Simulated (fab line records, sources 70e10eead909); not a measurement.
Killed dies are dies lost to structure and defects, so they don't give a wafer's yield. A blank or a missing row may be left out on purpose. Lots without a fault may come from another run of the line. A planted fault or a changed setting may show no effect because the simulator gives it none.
Problem report in the 8D (eight disciplines) form, filled by code | flow nand_harc | the parts of the form that need people (team, actions taken, sign-off) are left out

1. THE PROBLEM
raw_defect_count at NHARC_A_ONON_D1_INSPECT_32 reads a mean of 673 on 9 wafers of 3 lots; wafers without a fault read 71 with a standard deviation of 27. That is +22 standard deviations from the usual mean.
First seen on wafer L121.4, day 11 22:39, on defect_inspect-02. The record holds 39 wafers of 13 lots with a number at this step. Rule for "out", or "out of limits": more than 4 standard deviations from the usual mean. The other wafers with a number count as sound.

2. WHAT IT IS AND WHAT IT IS NOT
question                    | is                                   | is not
which readings at this step | raw_defect_count                     | -
which lots                  | L121, L123, L125                     | L115, L116, L117, L122, L124, L131, L132, L133, L134, L136
which wafers of those lots  | all that have a number               | -
read on which gauges        | defect_inspect-01, defect_inspect-02 | -
when                        | from day 11 22:39                    | up to then (9 sound wafers); but 21 sound wafers of L122, L124, L131, L132, L133, L134, L136 came after

3. SUSPECTS, AND WHAT RULES EACH OUT
Counting: a tool at a process step up to the reading stays a suspect if it ran every lot that is out and no sound lot after the first of them.
- the gauge at NHARC_A_ONON_D1_INSPECT_32: ruled out. The wafers that are out were read on 2 gauges (defect_inspect-01, defect_inspect-02).
- pecvd_onon-01 at NHARC_A_ONON_D1_DEP_28 (target thk 1000 nm): ruled out as a lasting fault. Sound lots L132, L134 ran on it after its first lot that is out, L121 (day 11 21:46).
Left after counting: nothing in the record.

4. THE CAUSE (what the simulator had put in)
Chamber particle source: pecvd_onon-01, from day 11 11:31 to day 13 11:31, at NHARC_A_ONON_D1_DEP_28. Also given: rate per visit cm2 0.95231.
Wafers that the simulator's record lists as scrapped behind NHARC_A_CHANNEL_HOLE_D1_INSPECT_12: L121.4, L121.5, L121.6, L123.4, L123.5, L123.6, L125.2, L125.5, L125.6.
Counting ruled it out, wrongly: the rule takes a fault to strike every lot that its tool runs from its start on, and this one did not.

5. THE CHAIN OF EFFECTS, in route order
Each row: a reading whose mean over the struck wafers that have a number lies more than 3 standard deviations from the usual. Only readings for which the record gives a usual standard deviation are gone through. hours: the time from each lot's start at the first step in this table that gives one to its start at this step, as a median over the lots. sigmas: the change in usual standard deviations.
hours | step                       | reading          | usual | on struck wafers | change | sigmas
0     | NHARC_A_ONON_D1_INSPECT_32 | raw_defect_count | 71    | 673              | +602   | +22

6. WHAT WOULD HAVE CAUGHT IT SOONER
In this record the first reading out of limits at a measuring or inspecting step was taken at day 11 22:39, 11 hours after the fault began at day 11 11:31.
